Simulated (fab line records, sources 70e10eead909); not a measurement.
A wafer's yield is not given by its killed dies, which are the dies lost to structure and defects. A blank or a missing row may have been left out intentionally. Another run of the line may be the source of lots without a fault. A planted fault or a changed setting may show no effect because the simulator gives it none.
Shared-tool check / flow nand harc / Lots sampled 14, wafers sampled 42

REASON IT WAS OPENED
On 2 of the 14 lots, a flag is raised at NHARC_A_ONON_D2_THK_MEAS_11 on the reading thk nm. No-fault wafers: 1005 nm, standard deviation 11.
Rule: a lot is flagged when every wafer of it that has a number lies more than 4 standard deviations from that mean, or none has a number. The rest of the lots are taken to be sound.

lot=L226; measured=day 12 14:52; on=film metro-02; thk nm (nm), wafer by wafer=1016 1014 1014; flag=
lot=L227; measured=day 13 05:34; on=film metro-02; thk nm (nm), wafer by wafer=1022 1021 1020; flag=
lot=L229; measured=day 14 04:29; on=film metro-01; thk nm (nm), wafer by wafer=996 996 997; flag=
lot=L228; measured=day 14 04:50; on=film metro-01; thk nm (nm), wafer by wafer=1015 1018 1017; flag=
lot=L231; measured=day 14 10:22; on=film metro-01; thk nm (nm), wafer by wafer=580 580 578; flag=FLAGGED
lot=L232; measured=day 15 12:07; on=film metro-02; thk nm (nm), wafer by wafer=565 563 562; flag=FLAGGED
lot=L239; measured=day 18 18:36; on=film metro-02; thk nm (nm), wafer by wafer=1003 1002 1003; flag=
lot=L241; measured=day 19 02:32; on=film metro-01; thk nm (nm), wafer by wafer=997 998 998; flag=
lot=L240; measured=day 19 02:34; on=film metro-02; thk nm (nm), wafer by wafer=998 998 998; flag=
lot=L243; measured=day 19 16:19; on=film metro-01; thk nm (nm), wafer by wafer=1014 1013 1013; flag=
lot=L244; measured=day 20 00:05; on=film metro-02; thk nm (nm), wafer by wafer=1004 1001 1001; flag=
lot=L245; measured=day 21 05:37; on=film metro-02; thk nm (nm), wafer by wafer=992 993 993; flag=
lot=L248; measured=day 21 18:35; on=film metro-02; thk nm (nm), wafer by wafer=1006 1007 1008; flag=
lot=L247; measured=day 21 18:36; on=film metro-01; thk nm (nm), wafer by wafer=999 1000 997; flag=
On average the flagged lots' numbers are 571 nm, which is -434 nm against the usual, or -39 standard deviations.

WHICH TOOL EACH LOT WENT THROUGH
3 process steps preceding the reading are held in the record, out of 1302 steps in the route. In each cell: the tool, then ch and the chambers that the sampled wafers went through, then the start.
lot=L226; flag=; NHARC_A_CHANNEL_FILL_D1_ALD_25=ald hk-04 ch 2,3, day 10 12:01; NHARC_A_DECK1_JOINT_CMP_02=cmp-01 ch 0,1,3, day 12 11:53; NHARC_A_ONON_D2_DEP_09=pecvd onon-03 ch 0, day 12 14:25
lot=L227; flag=; NHARC_A_CHANNEL_FILL_D1_ALD_25=ald hk-03 ch 1,2,3, day 11 07:57; NHARC_A_DECK1_JOINT_CMP_02=cmp-01 ch 0,1, day 13 02:36; NHARC_A_ONON_D2_DEP_09=pecvd onon-03 ch 0, day 13 05:04
lot=L229; flag=; NHARC_A_CHANNEL_FILL_D1_ALD_25=ald hk-03 ch 0,2, day 12 03:31; NHARC_A_DECK1_JOINT_CMP_02=cmp-03 ch 0,3, day 14 01:30; NHARC_A_ONON_D2_DEP_09=pecvd onon-01 ch 0, day 14 04:02
lot=L228; flag=; NHARC_A_CHANNEL_FILL_D1_ALD_25=ald hk-04 ch 0,2,3, day 12 04:14; NHARC_A_DECK1_JOINT_CMP_02=cmp-04 ch 1,2, day 14 01:31; NHARC_A_ONON_D2_DEP_09=pecvd onon-01 ch 0, day 14 04:20
lot=L231; flag=FLAGGED; NHARC_A_CHANNEL_FILL_D1_ALD_25=ald hk-04 ch 0,1, day 12 13:41; NHARC_A_DECK1_JOINT_CMP_02=cmp-01 ch 0,1,3, day 14 07:20; NHARC_A_ONON_D2_DEP_09=pecvd onon-01 ch 0, day 14 09:58
lot=L232; flag=FLAGGED; NHARC_A_CHANNEL_FILL_D1_ALD_25=ald hk-04 ch 0,1,3, day 13 15:54; NHARC_A_DECK1_JOINT_CMP_02=cmp-03 ch 1,2, day 15 09:10; NHARC_A_ONON_D2_DEP_09=pecvd onon-01 ch 0, day 15 11:47
lot=L239; flag=; NHARC_A_CHANNEL_FILL_D1_ALD_25=ald hk-02 ch 0,1,2, day 16 16:23; NHARC_A_DECK1_JOINT_CMP_02=cmp-04 ch 0,1,3, day 18 15:37; NHARC_A_ONON_D2_DEP_09=pecvd onon-04 ch 0, day 18 18:05
lot=L241; flag=; NHARC_A_CHANNEL_FILL_D1_ALD_25=ald hk-02 ch 0,2,3, day 17 01:15; NHARC_A_DECK1_JOINT_CMP_02=cmp-04 ch 0,2,3, day 18 23:34; NHARC_A_ONON_D2_DEP_09=pecvd onon-01 ch 0, day 19 02:02
lot=L240; flag=; NHARC_A_CHANNEL_FILL_D1_ALD_25=ald hk-03 ch 0,2,3, day 17 01:16; NHARC_A_DECK1_JOINT_CMP_02=cmp-01 ch 1,2,3, day 18 23:32; NHARC_A_ONON_D2_DEP_09=pecvd onon-04 ch 0, day 19 02:04
lot=L243; flag=; NHARC_A_CHANNEL_FILL_D1_ALD_25=ald hk-04 ch 0,2,3, day 17 16:01; NHARC_A_DECK1_JOINT_CMP_02=cmp-03 ch 0,1,2, day 19 13:19; NHARC_A_ONON_D2_DEP_09=pecvd onon-01 ch 0, day 19 15:47
lot=L244; flag=; NHARC_A_CHANNEL_FILL_D1_ALD_25=ald hk-03 ch 1,3, day 18 00:06; NHARC_A_DECK1_JOINT_CMP_02=cmp-03 ch 0,1,3, day 19 20:50; NHARC_A_ONON_D2_DEP_09=pecvd onon-03 ch 0, day 19 23:35
lot=L245; flag=; NHARC_A_CHANNEL_FILL_D1_ALD_25=ald hk-02 ch 0,2, day 19 08:26; NHARC_A_DECK1_JOINT_CMP_02=cmp-03 ch 0,1,2, day 21 02:40; NHARC_A_ONON_D2_DEP_09=pecvd onon-01 ch 0, day 21 05:06
lot=L248; flag=; NHARC_A_CHANNEL_FILL_D1_ALD_25=ald hk-03 ch 2,3, day 19 20:43; NHARC_A_DECK1_JOINT_CMP_02=cmp-04 ch 0,1,3, day 21 15:40; NHARC_A_ONON_D2_DEP_09=pecvd onon-03 ch 0, day 21 18:05
lot=L247; flag=; NHARC_A_CHANNEL_FILL_D1_ALD_25=ald hk-03 ch 1,2,3, day 19 17:41; NHARC_A_DECK1_JOINT_CMP_02=cmp-03 ch 1,2,3, day 21 15:38; NHARC_A_ONON_D2_DEP_09=pecvd onon-01 ch 0, day 21 18:05
What the steps here do:
- NHARC_A_CHANNEL_FILL_D1_ALD_25: deposits SiOx, target thk 60 nm, pulse time 10 s, ald cycles 600.
- NHARC_A_DECK1_JOINT_CMP_02: polishes SiOx.
- NHARC_A_ONON_D2_DEP_09: target thk 1000 nm.
- NHARC_A_ONON_D2_THK_MEAS_11: measures by ellipsometry.

FLAGGED OVER TOTAL, TOOL BY TOOL (the gauges that took the reading come last)
step=NHARC_A_CHANNEL_FILL_D1_ALD_25; tool=ald hk-02; lots run=3; flagged=0; share of the flagged lots=none; sound lots run after its first flagged lot=-
step=NHARC_A_CHANNEL_FILL_D1_ALD_25; tool=ald hk-03; lots run=6; flagged=0; share of the flagged lots=none; sound lots run after its first flagged lot=-
step=NHARC_A_CHANNEL_FILL_D1_ALD_25; tool=ald hk-04; lots run=5; flagged=2; share of the flagged lots=all; sound lots run after its first flagged lot=1 (L243)
step=NHARC_A_DECK1_JOINT_CMP_02; tool=cmp-01; lots run=4; flagged=1; share of the flagged lots=some; sound lots run after its first flagged lot=1 (L240)
step=NHARC_A_DECK1_JOINT_CMP_02; tool=cmp-03; lots run=6; flagged=1; share of the flagged lots=some; sound lots run after its first flagged lot=4 (L243,L244,L245,L247)
step=NHARC_A_DECK1_JOINT_CMP_02; tool=cmp-04; lots run=4; flagged=0; share of the flagged lots=none; sound lots run after its first flagged lot=-
step=NHARC_A_ONON_D2_DEP_09; tool=pecvd onon-01; lots run=8; flagged=2; share of the flagged lots=all; sound lots run after its first flagged lot=4 (L241,L243,L245,L247)
step=NHARC_A_ONON_D2_DEP_09; tool=pecvd onon-03; lots run=4; flagged=0; share of the flagged lots=none; sound lots run after its first flagged lot=-
step=NHARC_A_ONON_D2_DEP_09; tool=pecvd onon-04; lots run=2; flagged=0; share of the flagged lots=none; sound lots run after its first flagged lot=-
step=NHARC_A_ONON_D2_THK_MEAS_11; tool=film metro-01; lots run=6; flagged=1; share of the flagged lots=some; sound lots run after its first flagged lot=3 (L241,L243,L247)
step=NHARC_A_ONON_D2_THK_MEAS_11; tool=film metro-02; lots run=8; flagged=1; share of the flagged lots=some; sound lots run after its first flagged lot=5 (L239,L240,L244,L245,L248)

THE TABLE: WHAT IT ALLOWS
Table rows that saw every flagged lot: 2, namely ald hk-04 at NHARC_A_CHANNEL_FILL_D1_ALD_25 and pecvd onon-01 at NHARC_A_ONON_D2_DEP_09.
- ald hk-04 at NHARC_A_CHANNEL_FILL_D1_ALD_25: 2 of its 5 lots flagged. Sound lots ran on it after the first flagged one (L243), which a lasting fault on the whole tool wouldn't allow.
- pecvd onon-01 at NHARC_A_ONON_D2_DEP_09: 2 of its 8 lots flagged. Sound lots ran on it after the first flagged one (L241, L243, L245, L247), which a lasting fault on the whole tool wouldn't allow.
There is no row in the table that ran each flagged lot and no sound lot after the first.

WHAT THE SIMULATOR HAD PUT IN
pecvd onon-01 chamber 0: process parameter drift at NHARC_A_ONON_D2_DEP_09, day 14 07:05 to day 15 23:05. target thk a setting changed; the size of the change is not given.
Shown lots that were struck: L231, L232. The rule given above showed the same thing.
